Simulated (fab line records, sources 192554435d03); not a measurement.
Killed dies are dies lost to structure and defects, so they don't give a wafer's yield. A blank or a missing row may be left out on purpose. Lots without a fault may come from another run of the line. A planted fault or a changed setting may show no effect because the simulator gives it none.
Problem report in the 8D (eight disciplines) form, filled by code | flow n5_finfet | the parts of the form that need people (team, actions taken, sign-off) are left out

1. THE PROBLEM
spin_speed_rpm at N5_BEOL_M9_COAT_63 reads a mean of 1346.6 rpm on 6 wafers of 2 lots; wafers without a fault read 1500.0 rpm with a standard deviation of 1. That is -99 or more standard deviations from the usual mean.
The step: time 60 s, resist thk 60 nm.
First seen on wafer L975.1, day 13 17:03, on litho_track-01. The record holds 12 wafers of 4 lots with a number at this step. Rule for "out", or "out of limits": more than 4 standard deviations from the usual mean. The other wafers with a number count as sound.

2. WHAT IT IS AND WHAT IT IS NOT
question                    | is                     | is not
which readings at this step | spin_speed_rpm         | dispense_pressure_kPa, resist_line_temp_C
which lots                  | L975, L976             | L965, L985
which wafers of those lots  | all that have a number | -
read on which tools         | litho_track-01         | litho_track-04
when                        | from day 13 17:03      | up to then (3 sound wafers); but 3 sound wafers of L985 came after

3. SUSPECTS, AND WHAT RULES EACH OUT
Counting: a tool at a process step up to the reading stays a suspect if it ran every lot that is out and no sound lot after the first of them.
- litho_track-01 at N5_BEOL_M9_COAT_63 (time 60 s, resist thk 60 nm): kept. It ran every lot that is out, first L975 (day 13 17:03), and no sound lot after that; its last sound lot up to then is L965 (day 10 19:34). Its own readings are out on those wafers: spin_speed_rpm.
Left after counting: litho_track-01 at N5_BEOL_M9_COAT_63.

4. THE CAUSE (what the simulator had put in)
Process parameter drift: litho_track-01, from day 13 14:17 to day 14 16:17, at N5_BEOL_M9_COAT_63. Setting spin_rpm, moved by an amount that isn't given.
Counting left only this tool.

5. THE CHAIN OF EFFECTS, in route order
Each row: a reading whose mean over the struck wafers that have a number lies more than 3 standard deviations from the usual. Only readings for which the record gives a usual standard deviation are gone through. hours: the time from each lot's start at the first step in this table that gives one to its start at this step, as a median over the lots. sigmas: the change in usual standard deviations.
hours | step               | reading        | usual      | on struck wafers | change | sigmas
0     | N5_BEOL_M9_COAT_63 | spin_speed_rpm | 1500.0 rpm | 1346.6           | -153.4 | -99 or more
The process steps in it:
- N5_BEOL_M9_COAT_63: time 60 s, resist thk 60 nm.

6. WHAT WOULD HAVE CAUGHT IT SOONER
In this record the first reading out of limits was taken at day 13 17:03, 3 hours after the fault began at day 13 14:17.
